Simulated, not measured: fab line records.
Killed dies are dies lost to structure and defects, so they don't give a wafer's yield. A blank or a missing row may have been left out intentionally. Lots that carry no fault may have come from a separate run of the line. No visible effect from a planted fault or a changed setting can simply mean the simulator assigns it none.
A lot that was struck, set against a sound lot / flow n5 finfet / 27 out of 1938 route steps
Sound: wafers L734.2, L734.4, L734.6. The struck wafers were L743.2, L743.4, L743.6. At the end, the cause is stated.
For every step that has rows: the tool of each side, followed by ch and its chambers, followed by its first start. Under that, the readings that differ: sound wafers / struck wafers / difference of the means / sigmas: that difference in standard deviations of wafers without a fault.
alike: same words and numbers on both sides, and readings whose means sit less than 2 such deviations apart. not compared: any withheld reading, any reading some wafer has no value for, any bound like >300 that may hide the same value, and any number with overlapping values for which the record gives no deviation.
Wherever a step has rows on one side only, a row that says differs or no value, or a row with sigmas, the two part there. When numbers do not overlap yet have no deviation, they are printed without sigmas and do not part them. Lack of a reading on every wafer of one side parts them only where that side has two or more wafers.

first, 9 steps without rows for these wafers: N5_BEOL_M15_COAT_04 (resist thk 800 nm); N5_BEOL_M15_EBR_06; N5_BEOL_M15_SOFTBAKE_05 (time 60 s); N5_BEOL_M15_EXPOSE_07 (exposes mask V14); N5_BEOL_M15_PEB_08 (peb time 90 s); N5_BEOL_M15_DEVELOP_09 (develop time 45 s); N5_BEOL_M15_HARDBAKE_14 (time 120 s); N5_BEOL_M15_DESCUM_15 (chemistry O2, time 7.9 s); N5_BEOL_M15_ETCH_59 (etches BARC in N2/H2, target depth 89 nm, overetch 26.7 nm, time 67.9 s).
N5_BEOL_M15_VIA_ETCH_16: etches SiO2 in C4F8/O2/Ar, target depth 1792.2 nm.
  sound on rie diel-01 ch 1,2, day 12 14:29; struck on rie diel-01 ch 1,3, day 14 20:48
  alike: drypump motor current A, oes product au, rf vpp V, showerhead plenum p Torr, throttle valve pct
then, 14 steps without rows for these wafers: N5_BEOL_M15_STRIP_63 (strips in O2); N5_BEOL_M15_STRIP_64 (strips in O2); N5_BEOL_M15_STRIP_65 (strips in post etch residue remover, time 60 s); N5_BEOL_M15_SRD_66 (time 30 s, dry time 30 s); N5_BEOL_M15_COAT_56 (time 60 s, resist thk 550 nm); N5_BEOL_M15_ETCH_57 (etches SOC in N2/H2, time 750 s); N5_BEOL_M15_COAT_60 (time 60 s, resist thk 89 nm); N5_BEOL_M15_COAT_22 (resist thk 800 nm); N5_BEOL_M15_EBR_24; N5_BEOL_M15_SOFTBAKE_23 (time 60 s); N5_BEOL_M15_EXPOSE_25 (exposes mask M15, target cd 400 nm); N5_BEOL_M15_PEB_26 (peb time 90 s); N5_BEOL_M15_DEVELOP_27 (develop time 45 s); N5_BEOL_M15_HARDBAKE_32 (time 120 s).
N5_BEOL_M15_INSPECT_30: inspects for defects (macro).
  struck on defect inspect-02, day 14 22:21; sound on defect inspect-01, day 12 15:57
reading=raw defect count; sound=2 1 2; struck=>300 >300 >300; difference=differs; sigmas=
then, 1 step without rows for these wafers: N5_BEOL_M15_DESCUM_33 (chemistry O2, time 7.9 s).
N5_PASSIVATION_PROBE_49:
  struck on prober-01, day 15 16:08; sound on prober-01, day 13 10:46
reading=defect limited yield (%); sound=91.2 91.2 89.2; struck=85.9 83.4 87.5; difference=-4.9; sigmas=-3
reading=killed_at_M4_up; sound=10 7 10; struck=87 102 72; difference=+78; sigmas=+17
reading=killed dies; sound=104 104 127; struck=166 196 147; difference=+58; sigmas=+3
reading=killed on rim; sound=16 8 21; struck=31 27 27; difference=+13; sigmas=+3
reading=sort_bin_5_function (%); sound=5.6 5.1 5.0; struck=8.4 9.9 6.9; difference=+3.2; sigmas=+3
reading=sort n pass; sound=1076 1076 1053; struck=1014 984 1033; difference=-58; sigmas=-3
reading=sort yield pct (%); sound=91.2 91.2 89.2; struck=85.9 83.4 87.5; difference=-4.9; sigmas=-3
  alike: killed_at_M0_to_M3, killed at contacts, killed at front end, killed at other, killed open, killed short, sort_bin_6_memory

## WHERE THEY PART
First at N5_BEOL_M15_INSPECT_30; last, within this record, at N5_PASSIVATION_PROBE_49.

WHY: what the simulator had put in
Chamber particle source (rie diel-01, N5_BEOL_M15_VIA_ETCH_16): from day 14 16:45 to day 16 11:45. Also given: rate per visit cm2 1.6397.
